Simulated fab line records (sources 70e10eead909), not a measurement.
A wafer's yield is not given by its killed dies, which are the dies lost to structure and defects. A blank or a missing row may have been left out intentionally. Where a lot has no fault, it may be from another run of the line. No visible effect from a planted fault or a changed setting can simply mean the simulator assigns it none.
fab line records ; flow nand-harc ; part 1 of 2: steps 1 to 21 of 28
record lots=5; wafers=15; last-day=33
route steps=1302 shown A_STAIRCASE@710
lots that met no fault: from a run of the same line without faults
start-h: start of the lot's first displayed wafer, in hours after the record's first day ; wait-h: hours since the lot's step before ; " the same as in the row above ; L1.1+2: a single row standing in for several wafers ; - either no value or no given start ; * or withheld: withheld ; < > ~ a bound
route shown NAME@n: NAME is a module with steps in the file, n the number in the route of the first one ; usual: the fault-free wafers' mean and standard deviation ; same: alike in all rows ; chamber/n: place in a boat ; sites: the reading at each site ; _std_site: the values' standard deviation ; _edge_site: the outer-site mean with the inner-site mean subtracted ; radius-mm: how far each site lies from the wafer's centre ; mask NAME#n: copy n ; behind: the most recent tool/chamber to have shaped the wafer ; hold: cause of the lot's hold/its duration in hours/its outcome ; device: the transistor (n, p or np) that didn't switch ; end of line: at the end of the route, the tests of the same wafers ; a step given without rows: its recipe and nothing more ; killed: count of dies lost to structure and defects at first sort (not the wafer's yield) ; map: a wafer's dies, marking killed ones x, the rest . and places with no die _
set.NAME: the run value of the setting; set.NAME@STEP: its run value at that earlier step ; model.NAME: the simulator's own value behind a step, which no gauge read
a table for each step, a row for each wafer; lots at some steps of the route
services: when a tool's chamber went out of use (start-h, in hours from the record's first day, below 0 if earlier), for how many hours, and the reason
## steps
# step NHARC_A_STAIRCASE_TRIM_196
# recipe time-s=211.2; o2-flow-sccm=500; ar-flow-sccm=0; bias-w=0; chemistry=O2
# usual drypump-motor-current-A=6.0/0.38; oes-product-au=1.001/0.01; rf-vpp-V=57.8/0.9; showerhead-plenum-p-Torr=3.51/0.11; throttle-valve-pct=17.037/0.0088
lot.wafer;tool;chamber;start-h;wait-h;drypump-motor-current-A;oes-product-au;rf-hours-counter-h;rf-vpp-V;showerhead-plenum-p-Torr;throttle-valve-pct
L077.4;rie-diel-07;3;392.32;0.1;5.9;1.008;27;60.9;3.66;17.035
L077.2;rie-diel-07;0;392.32;0.1;5.1;0.992;30;56.6;3.50;17.033
L077.1;rie-diel-07;1;392.32;0.1;6.0;0.991;30;58.0;3.51;17.037
L084.1;rie-diel-01;1;459.68;0.1;6.5;0.999;21;55.8;3.43;17.039
L084.3;rie-diel-01;3;459.68;0.1;6.5;1.006;20;58.7;3.53;17.025
L084.5;rie-diel-01;1;459.68;0.1;6.5;0.995;-;57.9;3.43;17.041
L089.4;rie-diel-07;2;504.07;0.2;5.6;1.007;7;56.7;3.31;17.035
L089.2;rie-diel-07;3;504.07;0.2;5.9;1.005;7;58.0;3.63;17.025
L089.6;rie-diel-07;1;504.07;0.2;6.0;1.000;-;57.2;3.49;17.043
L096.3;rie-diel-03;2;580.11;0.1;6.1;0.999;36;58.8;3.70;17.056
L096.4;rie-diel-03;0;580.11;0.1;6.0;1.000;39;56.6;3.46;17.050
L096.1;rie-diel-03;1;580.11;0.1;6.3;0.992;41;56.8;3.43;17.038
L097.4;rie-diel-01;0;580.52;0.1;5.7;0.988;2;58.4;3.50;17.025
L097.1;rie-diel-01;1;580.52;0.1;6.5;1.017;2;58.7;3.41;17.045
L097.6;rie-diel-01;0;580.52;0.1;5.7;0.991;-;58.5;3.50;17.037
# step NHARC_A_STAIRCASE_ETCH_197
# recipe target-depth-a=1000; time-s=40.5; ion-energy-ev=400; c4f8-flow-sccm=20; o2-flow-sccm=10; ar-flow-sccm=withheld; rf-w=600; bias-w=1000; chemistry=C4F8/O2
# usual oes-product-au=0.948/0.016; rf-vpp-V=895/4.2
lot.wafer;tool;chamber;start-h;wait-h;oes-product-au;rf-hours-counter-h;rf-vpp-V
L077.2;rie-diel-07;3;-;-;0.977;27;901
L077.1;rie-diel-07;0;-;-;0.970;30;896
L077.4;rie-diel-07;2;-;-;0.966;28;890
L084.1;rie-diel-01;3;-;-;0.928;20;896
L084.3;rie-diel-01;0;-;-;0.938;18;897
L084.5;rie-diel-01;0;-;-;0.944;-;895
L089.2;rie-diel-07;0;-;-;0.941;7;894
L089.4;rie-diel-07;2;-;-;0.946;7;888
L089.6;rie-diel-07;0;-;-;0.937;-;893
L096.1;rie-diel-03;1;-;-;0.930;41;892
L096.4;rie-diel-03;2;-;-;0.942;37;903
L096.3;rie-diel-03;3;-;-;0.928;33;900
L097.1;rie-diel-01;3;-;-;0.950;2;897
L097.4;rie-diel-01;0;-;-;0.951;2;895
L097.6;rie-diel-01;0;-;-;0.945;-;895
# step NHARC_A_STAIRCASE_TRIM_198
# recipe time-s=211.2; o2-flow-sccm=500; ar-flow-sccm=0; bias-w=0; chemistry=O2
# usual drypump-motor-current-A=6.0/0.35; oes-product-au=1.000/0.0091; rf-vpp-V=57.7/0.91; showerhead-plenum-p-Torr=3.51/0.11; throttle-valve-pct=17.036/0.0093
lot.wafer;tool;chamber;start-h;wait-h;drypump-motor-current-A;oes-product-au;rf-hours-counter-h;rf-vpp-V;showerhead-plenum-p-Torr;throttle-valve-pct
L077.4;rie-diel-07;2;-;-;5.7;0.997;28;58.1;3.34;17.025
L077.1;rie-diel-07;3;-;-;5.9;1.017;27;58.3;3.66;17.039
L077.2;rie-diel-07;1;-;-;6.0;0.996;30;58.4;3.50;17.035
L084.3;rie-diel-01;2;-;-;6.0;0.989;23;58.2;3.41;17.043
L084.1;rie-diel-01;0;-;-;5.7;0.987;19;58.0;3.52;17.041
L084.5;rie-diel-01;2;-;-;6.0;1.006;-;57.7;3.41;17.045
L089.4;rie-diel-07;2;-;-;5.7;1.009;7;57.1;3.31;17.037
L089.2;rie-diel-07;0;-;-;5.1;0.994;7;57.9;3.47;17.050
L089.6;rie-diel-07;2;-;-;5.7;1.000;-;56.2;3.31;17.033
L096.1;rie-diel-03;0;-;-;6.0;1.014;39;59.1;3.46;17.033
L096.4;rie-diel-03;1;-;-;6.3;1.006;41;55.9;3.43;17.029
L096.3;rie-diel-03;3;-;-;6.2;0.997;33;59.0;3.64;17.042
L097.1;rie-diel-01;3;-;-;6.5;1.018;2;58.7;3.51;17.033
L097.4;rie-diel-01;0;-;-;5.6;0.997;2;58.3;3.50;17.038
L097.6;rie-diel-01;2;-;-;6.0;1.004;-;57.4;3.39;17.048
# step NHARC_A_STAIRCASE_ETCH_199
# recipe target-depth-a=1000; time-s=40.5; ion-energy-ev=400; c4f8-flow-sccm=20; o2-flow-sccm=10; ar-flow-sccm=withheld; rf-w=600; bias-w=1000; chemistry=C4F8/O2
# usual oes-product-au=0.946/0.012; rf-vpp-V=895/4.3
lot.wafer;tool;chamber;start-h;wait-h;oes-product-au;rf-hours-counter-h;rf-vpp-V
L077.1;rie-diel-07;1;-;-;0.952;30;895
L077.2;rie-diel-07;2;-;-;0.948;28;889
L077.4;rie-diel-07;3;-;-;0.955;27;901
L084.3;rie-diel-01;1;-;-;0.930;21;892
L084.1;rie-diel-01;0;-;-;0.940;19;896
L084.5;rie-diel-01;1;-;-;0.924;-;893
L089.2;rie-diel-07;3;-;-;0.930;8;899
L089.4;rie-diel-07;1;-;-;0.935;6;893
L089.6;rie-diel-07;0;-;-;0.928;-;894
L096.4;rie-diel-03;2;-;-;0.950;37;902
L096.3;rie-diel-03;0;-;-;0.941;39;894
L096.1;rie-diel-03;1;-;-;0.938;41;894
L097.4;rie-diel-01;2;-;-;0.957;2;890
L097.1;rie-diel-01;1;-;-;0.958;2;893
L097.6;rie-diel-01;3;-;-;0.948;-;894
# step NHARC_A_STAIRCASE_TRIM_200
# recipe time-s=211.2; o2-flow-sccm=500; ar-flow-sccm=0; bias-w=0; chemistry=O2
# usual drypump-motor-current-A=6.0/0.37; oes-product-au=1.001/0.01; rf-vpp-V=57.8/0.92; showerhead-plenum-p-Torr=3.51/0.11; throttle-valve-pct=17.036/0.0098
lot.wafer;tool;chamber;start-h;wait-h;drypump-motor-current-A;oes-product-au;rf-hours-counter-h;rf-vpp-V;showerhead-plenum-p-Torr;throttle-valve-pct
L077.2;rie-diel-07;0;-;-;5.1;0.991;30;58.3;3.49;17.036
L077.4;rie-diel-07;1;-;-;6.0;0.990;30;57.2;3.50;17.049
L077.1;rie-diel-07;3;-;-;5.9;1.023;27;58.3;3.66;17.046
L084.1;rie-diel-01;3;-;-;6.5;1.018;21;58.0;3.53;17.051
L084.3;rie-diel-01;1;-;-;6.5;1.002;21;57.7;3.43;17.035
L084.5;rie-diel-01;2;-;-;6.0;1.014;-;57.0;3.41;17.032
L089.2;rie-diel-07;0;-;-;5.1;0.994;7;57.1;3.47;17.024
L089.4;rie-diel-07;2;-;-;5.7;1.001;7;57.6;3.31;17.053
L089.6;rie-diel-07;3;-;-;5.9;1.004;-;56.7;3.63;17.035
L096.4;rie-diel-03;0;-;-;6.0;1.010;39;56.3;3.46;17.035
L096.1;rie-diel-03;1;-;-;6.3;0.983;42;57.5;3.43;17.015
L096.3;rie-diel-03;2;-;-;6.1;1.008;37;58.2;3.70;17.036
L097.1;rie-diel-01;3;-;-;6.5;0.999;2;56.4;3.51;17.049
L097.4;rie-diel-01;0;-;-;5.7;1.000;2;57.2;3.50;17.018
L097.6;rie-diel-01;3;-;-;6.5;1.002;-;58.7;3.51;17.023
# step NHARC_A_STAIRCASE_ETCH_201
# recipe target-depth-a=1000; time-s=40.5; ion-energy-ev=400; c4f8-flow-sccm=20; o2-flow-sccm=10; ar-flow-sccm=withheld; rf-w=600; bias-w=1000; chemistry=C4F8/O2
# usual oes-product-au=0.945/0.011; rf-vpp-V=895/4.1
lot.wafer;tool;chamber;start-h;wait-h;oes-product-au;rf-hours-counter-h;rf-vpp-V
L077.4;rie-diel-07;1;-;-;0.928;30;896
L077.2;rie-diel-07;2;-;-;0.934;28;888
L077.1;rie-diel-07;0;-;-;0.927;30;896
L084.3;rie-diel-01;2;-;-;0.937;23;892
L084.1;rie-diel-01;3;-;-;0.936;21;897
L084.5;rie-diel-01;0;-;-;0.928;-;896
L089.2;rie-diel-07;2;-;-;0.943;7;889
L089.4;rie-diel-07;3;-;-;0.929;8;900
L089.6;rie-diel-07;1;-;-;0.929;-;895
L096.4;rie-diel-03;0;-;-;0.956;40;894
L096.3;rie-diel-03;1;-;-;0.928;42;892
L096.1;rie-diel-03;2;-;-;0.952;37;901
L097.1;rie-diel-01;3;-;-;0.951;2;895
L097.4;rie-diel-01;0;-;-;0.947;2;895
L097.6;rie-diel-01;2;-;-;0.947;-;890
# step NHARC_A_STAIRCASE_TRIM_202
# recipe time-s=211.2; o2-flow-sccm=500; ar-flow-sccm=0; bias-w=0; chemistry=O2
# usual drypump-motor-current-A=6.0/0.37; oes-product-au=1.000/0.01; rf-vpp-V=57.7/0.91; showerhead-plenum-p-Torr=3.51/0.11; throttle-valve-pct=17.037/0.0085
lot.wafer;tool;chamber;start-h;wait-h;drypump-motor-current-A;oes-product-au;rf-hours-counter-h;rf-vpp-V;showerhead-plenum-p-Torr;throttle-valve-pct
L077.1;rie-diel-07;2;-;-;5.7;0.996;28;57.6;3.34;17.043
L077.2;rie-diel-07;0;-;-;5.1;0.991;30;59.6;3.49;17.036
L077.4;rie-diel-07;1;-;-;6.0;0.997;30;56.3;3.50;17.038
L084.1;rie-diel-01;3;-;-;6.5;1.010;21;58.6;3.53;17.035
L084.3;rie-diel-01;0;-;-;5.6;1.001;19;57.1;3.52;17.036
L084.5;rie-diel-01;2;-;-;6.0;0.995;-;57.7;3.41;17.038
L089.4;rie-diel-07;3;-;-;5.9;1.001;8;59.0;3.63;17.031
L089.2;rie-diel-07;0;-;-;5.1;0.981;7;60.1;3.47;17.043
L089.6;rie-diel-07;2;-;-;5.7;1.003;-;57.0;3.31;17.040
L096.3;rie-diel-03;0;-;-;6.1;0.999;40;56.3;3.46;17.035
L096.1;rie-diel-03;1;-;-;6.3;0.980;42;56.5;3.43;17.038
L096.4;rie-diel-03;3;-;-;6.2;0.989;33;58.4;3.64;17.042
L097.1;rie-diel-01;0;-;-;5.7;0.998;2;57.4;3.50;17.048
L097.4;rie-diel-01;3;-;-;6.5;1.005;2;57.6;3.51;17.041
L097.6;rie-diel-01;1;-;-;6.5;1.014;-;58.2;3.41;17.027
# step NHARC_A_STAIRCASE_ETCH_203
# recipe target-depth-a=1000; time-s=40.5; ion-energy-ev=400; c4f8-flow-sccm=20; o2-flow-sccm=10; ar-flow-sccm=withheld; rf-w=600; bias-w=1000; chemistry=C4F8/O2
# usual oes-product-au=0.945/0.01; rf-vpp-V=895/4
lot.wafer;tool;chamber;start-h;wait-h;oes-product-au;rf-hours-counter-h;rf-vpp-V
L077.4;rie-diel-07;3;-;-;0.948;28;900
L077.2;rie-diel-07;0;-;-;0.941;30;895
L077.1;rie-diel-07;2;-;-;0.948;28;889
L084.1;rie-diel-01;2;-;-;0.942;23;893
L084.3;rie-diel-01;0;-;-;0.937;19;896
L084.5;rie-diel-01;3;-;-;0.948;-;896
L089.2;rie-diel-07;0;-;-;0.942;7;895
L089.4;rie-diel-07;1;-;-;0.943;6;895
L089.6;rie-diel-07;0;-;-;0.953;-;894
L096.3;rie-diel-03;2;-;-;0.964;37;903
L096.1;rie-diel-03;3;-;-;0.948;33;900
L096.4;rie-diel-03;1;-;-;0.929;42;892
L097.4;rie-diel-01;1;-;-;0.960;2;892
L097.1;rie-diel-01;2;-;-;0.959;2;891
L097.6;rie-diel-01;0;-;-;0.931;-;896
# step NHARC_A_STAIRCASE_STRIP_205
# recipe power-w=1500; temp-c=250; chemistry=O2
# usual drypump-motor-current-A=5.5/0.37; heater-power-w=347/12
lot.wafer;tool;chamber;start-h;wait-h;drypump-motor-current-A;heater-power-w;rf-hours-counter-h
L077.1;plasma-asher-01;0;393.36;0.1;5.0;360;8
L077.2;plasma-asher-01;1;393.36;0.1;5.5;344;8
L077.4;plasma-asher-01;1;393.36;0.1;5.5;348;-
L084.1;plasma-asher-01;0;461.07;0.1;5.0;359;24
L084.3;plasma-asher-01;0;461.07;0.1;5.0;354;-
L084.5;plasma-asher-01;0;461.07;0.1;5.0;355;-
L089.2;plasma-asher-01;1;505.45;0.2;5.5;340;34
L089.4;plasma-asher-01;1;505.45;0.2;5.5;348;-
L089.6;plasma-asher-01;1;505.45;0.2;5.5;341;-
L096.1;plasma-asher-01;0;581.17;0.1;5.0;356;10
L096.4;plasma-asher-01;0;581.17;0.1;5.1;353;-
L096.3;plasma-asher-01;1;581.17;0.1;5.5;332;-
L097.1;plasma-asher-02;0;581.61;0.1;5.8;325;30
L097.4;plasma-asher-02;0;581.61;0.1;5.8;327;-
L097.6;plasma-asher-02;1;581.61;0.1;6.0;345;-
# step NHARC_A_STAIRCASE_STRIP_206
# recipe time-s=900; temp-c=130; chemistry=SPM
lot.wafer;tool;chamber;start-h;wait-h
L077.2+1+4;wet-bench-04;6,0,1;393.72;0.3
L084.3+5+1;wet-bench-04;7,2,4;461.42;0.2
L089.6+4+2;wet-bench-05;6,7,0;505.82;0.1
L096.1+4+3;wet-bench-05;7,3,4;581.52;0.3
L097.1+4+6;wet-bench-09;0,1,4;581.90;0.3
# step NHARC_A_STAIRCASE_PRECLEAN_207
# recipe time-s=*; temp-c=50; bath-age-min=0; chemistry=SC1
lot.wafer;tool;chamber;start-h;wait-h
L077.2+1+4;wet-bench-04;6,0,1;-;-
L084.3+5+1;wet-bench-04;7,2,4;-;-
L089.6+4+2;wet-bench-05;6,7,0;-;-
L096.1+4+3;wet-bench-05;7,3,4;-;-
L097.1+4+6;wet-bench-09;0,1,4;-;-
# step NHARC_A_STAIRCASE_SRD_208
lot.wafer;tool;chamber;start-h;wait-h
L077.2+1+4;wet-bench-04;6,0,1;-;-
L084.3+5+1;wet-bench-04;7,2,4;-;-
L089.6+4+2;wet-bench-05;6,7,0;-;-
L096.1+4+3;wet-bench-05;7,3,4;-;-
L097.1+4+6;wet-bench-09;0,1,4;-;-
# step NHARC_A_STAIRCASE_DEHYDRATE_209
# recipe temp-c=150; time-s=120
# usual plate-temp-C=150.04/0.15; resist-line-temp-C=23.02/0.11
lot.wafer;tool;chamber;start-h;wait-h;plate-temp-C;resist-line-temp-C
L077.1;litho-track-05;0;394.16;-;149.82;23.16
L077.2;litho-track-05;0;394.16;-;149.97;23.15
L077.4;litho-track-05;0;394.16;-;149.85;23.11
L084.1;litho-track-02;0;461.88;-;150.09;23.14
L084.3;litho-track-02;0;461.88;-;149.92;22.99
L084.5;litho-track-02;0;461.88;-;149.80;23.19
L089.2;litho-track-05;0;506.27;-;149.95;23.00
L089.4;litho-track-05;0;506.27;-;150.30;22.96
L089.6;litho-track-05;0;506.27;-;150.13;22.91
L096.1;litho-track-07;0;581.97;-;150.24;23.04
L096.3;litho-track-07;0;581.97;-;150.23;23.01
L096.4;litho-track-07;0;581.97;-;150.33;23.15
L097.1;litho-track-05;0;582.37;-;149.94;22.90
L097.4;litho-track-05;0;582.37;-;150.23;22.94
L097.6;litho-track-05;0;582.37;-;150.14;22.92
# step NHARC_A_STAIRCASE_HMDS_210
# recipe time-s=30
# usual resist-line-temp-C=23.01/0.1
lot.wafer;tool;chamber;start-h;wait-h;resist-line-temp-C
L077.1;litho-track-05;0;-;-;23.18
L077.2;litho-track-05;0;-;-;23.00
L077.4;litho-track-05;0;-;-;22.88
L084.1;litho-track-02;0;-;-;23.04
L084.3;litho-track-02;0;-;-;22.94
L084.5;litho-track-02;0;-;-;22.95
L089.2;litho-track-05;0;-;-;22.97
L089.4;litho-track-05;0;-;-;23.07
L089.6;litho-track-05;0;-;-;22.98
L096.1;litho-track-07;0;-;-;22.97
L096.3;litho-track-07;0;-;-;22.89
L096.4;litho-track-07;0;-;-;23.08
L097.1;litho-track-05;0;-;-;23.06
L097.4;litho-track-05;0;-;-;23.24
L097.6;litho-track-05;0;-;-;22.99
# step NHARC_A_STAIRCASE_COAT_211
# recipe spin-rpm=1200
# usual resist-line-temp-C=23.02/0.11; spin-speed-rpm=1200.1/0.8
lot.wafer;tool;chamber;start-h;wait-h;resist-line-temp-C;spin-speed-rpm
L077.1;litho-track-05;0;-;-;22.90;1199.8
L077.2;litho-track-05;0;-;-;22.98;1199.8
L077.4;litho-track-05;0;-;-;22.92;1199.9
L084.1;litho-track-02;0;-;-;22.91;1198.8
L084.3;litho-track-02;0;-;-;23.10;1201.3
L084.5;litho-track-02;0;-;-;23.01;1198.5
L089.2;litho-track-05;0;-;-;23.14;1200.4
L089.4;litho-track-05;0;-;-;23.01;1200.4
L089.6;litho-track-05;0;-;-;23.05;1200.0
L096.1;litho-track-07;0;-;-;22.97;1199.2
L096.3;litho-track-07;0;-;-;22.88;1199.8
L096.4;litho-track-07;0;-;-;22.89;1200.9
L097.1;litho-track-05;0;-;-;23.02;1199.8
L097.4;litho-track-05;0;-;-;23.13;1200.2
L097.6;litho-track-05;0;-;-;23.05;1199.9
# step NHARC_A_STAIRCASE_SOFTBAKE_212
# recipe temp-c=135; time-s=170
# usual plate-temp-C=135.01/0.13; resist-line-temp-C=23.01/0.11
lot.wafer;tool;chamber;start-h;wait-h;plate-temp-C;resist-line-temp-C
L077.1;litho-track-05;0;-;-;134.96;23.05
L077.2;litho-track-05;0;-;-;134.96;23.08
L077.4;litho-track-05;0;-;-;134.79;22.97
L084.1;litho-track-02;0;-;-;134.89;23.17
L084.3;litho-track-02;0;-;-;135.10;23.07
L084.5;litho-track-02;0;-;-;134.88;23.13
L089.2;litho-track-05;0;-;-;134.91;23.15
L089.4;litho-track-05;0;-;-;135.16;23.24
L089.6;litho-track-05;0;-;-;135.27;23.22
L096.1;litho-track-07;0;-;-;135.14;22.90
L096.3;litho-track-07;0;-;-;134.99;22.73
L096.4;litho-track-07;0;-;-;135.02;22.84
L097.1;litho-track-05;0;-;-;134.99;22.95
L097.4;litho-track-05;0;-;-;135.10;22.92
L097.6;litho-track-05;0;-;-;134.76;23.02
# step NHARC_A_STAIRCASE_EBR_213
# usual resist-line-temp-C=23.01/0.1
lot.wafer;tool;chamber;start-h;wait-h;resist-line-temp-C
L077.1;litho-track-05;0;-;-;22.99
L077.2;litho-track-05;0;-;-;23.13
L077.4;litho-track-05;0;-;-;23.20
L084.1;litho-track-02;0;-;-;23.10
L084.3;litho-track-02;0;-;-;23.02
L084.5;litho-track-02;0;-;-;23.03
L089.2;litho-track-05;0;-;-;22.96
L089.4;litho-track-05;0;-;-;22.87
L089.6;litho-track-05;0;-;-;22.94
L096.1;litho-track-07;0;-;-;23.03
L096.3;litho-track-07;0;-;-;22.97
L096.4;litho-track-07;0;-;-;23.04
L097.1;litho-track-05;0;-;-;23.03
L097.4;litho-track-05;0;-;-;23.05
L097.6;litho-track-05;0;-;-;22.96
# step NHARC_A_STAIRCASE_EXPOSE_214
# recipe na=0.5; dose-mj=31.26; mask-id=STAIR_3
lot.wafer;tool;chamber;start-h;wait-h;mask
L077.1+2+4;krf-scanner-04;0;394.49;-;STAIR_3#0
L084.1+3+5;krf-scanner-02;0;462.21;-;STAIR_3#0
L089.2+4+6;krf-scanner-03;0;506.64;-;STAIR_3#0
L096.1+3+4;krf-scanner-02;0;582.18;-;STAIR_3#0
L097.1+4+6;krf-scanner-03;0;582.70;-;STAIR_3#0
# step NHARC_A_STAIRCASE_PEB_215
# recipe peb-temp-c=115; peb-time-s=130
# usual plate-temp-C=115.00/0.13; resist-line-temp-C=23.00/0.11
lot.wafer;tool;chamber;start-h;wait-h;plate-temp-C;resist-line-temp-C
L077.1;litho-track-07;0;394.56;0.1;115.09;22.97
L077.2;litho-track-07;0;394.56;0.1;114.85;23.07
L077.4;litho-track-07;0;394.56;0.1;115.14;23.12
L084.1;litho-track-07;0;462.27;0.1;115.16;22.76
L084.3;litho-track-07;0;462.27;0.1;114.97;23.08
L084.5;litho-track-07;0;462.27;0.1;115.06;22.92
L089.2;litho-track-05;0;506.70;0.1;115.03;22.89
L089.4;litho-track-05;0;506.70;0.1;115.11;23.02
L089.6;litho-track-05;0;506.70;0.1;115.14;23.06
L096.1;litho-track-07;0;582.25;0.1;115.13;23.10
L096.3;litho-track-07;0;582.25;0.1;115.02;23.04
L096.4;litho-track-07;0;582.25;0.1;114.99;23.18
L097.1;litho-track-05;0;582.77;0.1;115.04;22.92
L097.4;litho-track-05;0;582.77;0.1;114.80;22.94
L097.6;litho-track-05;0;582.77;0.1;114.82;23.00
# step NHARC_A_STAIRCASE_DEVELOP_216
# recipe time-s=140
# usual resist-line-temp-C=23.00/0.11
lot.wafer;tool;chamber;start-h;wait-h;resist-line-temp-C
L077.1;litho-track-07;0;-;-;23.11
L077.2;litho-track-07;0;-;-;23.21
L077.4;litho-track-07;0;-;-;23.03
L084.1;litho-track-07;0;-;-;23.02
L084.3;litho-track-07;0;-;-;23.03
L084.5;litho-track-07;0;-;-;23.02
L089.2;litho-track-05;0;-;-;22.82
L089.4;litho-track-05;0;-;-;22.77
L089.6;litho-track-05;0;-;-;23.02
L096.1;litho-track-07;0;-;-;23.15
L096.3;litho-track-07;0;-;-;23.07
L096.4;litho-track-07;0;-;-;23.25
L097.1;litho-track-05;0;-;-;22.98
L097.4;litho-track-05;0;-;-;23.02
L097.6;litho-track-05;0;-;-;22.87
# step NHARC_A_STAIRCASE_HARDBAKE_218
# recipe temp-c=120; time-s=140
# usual resist-line-temp-C=23.00/0.096
lot.wafer;tool;chamber;start-h;wait-h;resist-line-temp-C
L077.1;litho-track-02;0;394.77;-;22.86
L077.2;litho-track-02;0;394.77;-;23.06
L077.4;litho-track-02;0;394.77;-;22.98
L084.1;litho-track-02;0;462.49;-;22.93
L084.3;litho-track-02;0;462.49;-;22.91
L084.5;litho-track-02;0;462.49;-;23.09
L089.2;litho-track-07;0;506.93;-;23.08
L089.4;litho-track-07;0;506.93;-;23.00
L089.6;litho-track-07;0;506.93;-;22.94
L096.1;litho-track-07;0;582.46;-;22.93
L096.3;litho-track-07;0;582.46;-;23.01
L096.4;litho-track-07;0;582.46;-;22.94
L097.1;litho-track-05;0;582.99;-;22.92
L097.4;litho-track-05;0;582.99;-;22.94
L097.6;litho-track-05;0;582.99;-;22.82
